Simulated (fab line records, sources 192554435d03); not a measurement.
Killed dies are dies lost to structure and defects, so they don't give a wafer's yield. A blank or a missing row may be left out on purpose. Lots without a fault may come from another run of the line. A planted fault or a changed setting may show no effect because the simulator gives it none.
Chamber matching | flow n5_finfet | N5_SD_EPI_P_ETCH_36 on rie_diel-02: 4 sister chambers
The step etches SiARC in CF4, target depth 45.5 nm, time 75.8 s. 18 wafers are shown with their chamber, then 9 later ones without.

WAFERS WITH THEIR CHAMBER
wafer  | chamber | showerhead_plenum_p_Torr (Torr) | drypump_motor_current_A (A) | throttle_valve_pct (%)
L074.3 | 2       | 2.21                            | 5.7                         | 15.62
L074.4 | 1       | 2.21                            | 5.8                         | 15.56
L074.5 | 3       | 2.11                            | 5.5                         | 15.96
L076.1 | 0       | 2.06                            | 5.3                         | 15.70
L076.2 | 2       | 2.21                            | 5.7                         | 15.63
L076.5 | 0       | 2.06                            | 5.3                         | 15.70
L079.1 | 3       | 2.11                            | 5.5                         | 15.96
L079.2 | 1       | 2.21                            | 5.9                         | 15.58
L079.3 | 0       | 2.05                            | 5.3                         | 15.70
L079.4 | 2       | 2.21                            | 5.7                         | 15.63
L079.5 | 2       | 2.21                            | 5.7                         | 15.63
L079.6 | 1       | 2.21                            | 5.9                         | 15.57
L081.1 | 1       | 2.21                            | 5.8                         | 15.61
L081.3 | 3       | 2.11                            | 5.5                         | 15.96
L081.6 | 1       | 2.21                            | 5.8                         | 15.60
L085.2 | 3       | 2.10                            | 5.5                         | 15.97
L085.3 | 0       | 2.05                            | 5.3                         | 15.69
L085.5 | 2       | 2.20                            | 5.7                         | 15.65

SIGNATURES (means of the wafers above)
reading                  | chamber 0 | chamber 1 | chamber 2 | chamber 3 | scatter within a chamber
showerhead_plenum_p_Torr | 2.0550    | 2.2100    | 2.2080    | 2.1075    | 0.00427
drypump_motor_current_A  | 5.300     | 5.840     | 5.700     | 5.500     | 0.0293
throttle_valve_pct       | 15.6975   | 15.5840   | 15.6320   | 15.9625   | 0.013
Rule: a wafer's distance from a chamber is the root of the sum, over the readings, of the square of ((its reading less the chamber's mean) divided by the reading's scatter). The wafer belongs to the nearest chamber; if the next one is less than 2 further off, it can't be placed. The scatter: the root of (the sum of the squares of (reading less its chamber's mean) over the shown wafers, divided by (wafers less chambers)).

WAFERS WITHOUT THEIR CHAMBER
wafer  | showerhead_plenum_p_Torr (Torr) | drypump_motor_current_A (A) | throttle_valve_pct (%)
L093.2 | 2.20                            | 5.7                         | 15.70
L093.3 | 2.20                            | 5.8                         | 15.64
L093.6 | 2.20                            | 5.8                         | 15.64
L095.4 | 2.19                            | 5.7                         | 15.70
L095.5 | 2.10                            | 5.5                         | 16.02
L095.6 | 2.19                            | 5.9                         | 15.66
L097.2 | 2.05                            | 5.3                         | 15.75
L097.3 | 2.19                            | 5.8                         | 15.66
L097.6 | 2.19                            | 5.8                         | 15.64

WHICH CHAMBER EACH WENT THROUGH
wafer  | from the rows above     | in truth
L093.2 | 2                       | 2
L093.3 | can't be placed: 2 or 1 | 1
L093.6 | can't be placed: 2 or 1 | 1
L095.4 | 2                       | 2
L095.5 | 3                       | 3
L095.6 | can't be placed: 1 or 2 | 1
L097.2 | 0                       | 0
L097.3 | can't be placed: 2 or 1 | 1
L097.6 | can't be placed: 2 or 1 | 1
Placed correctly: 4 of 9. Can't be placed from these rows: 5 (the true chamber is among the candidates in 5). Placed wrongly: 0.
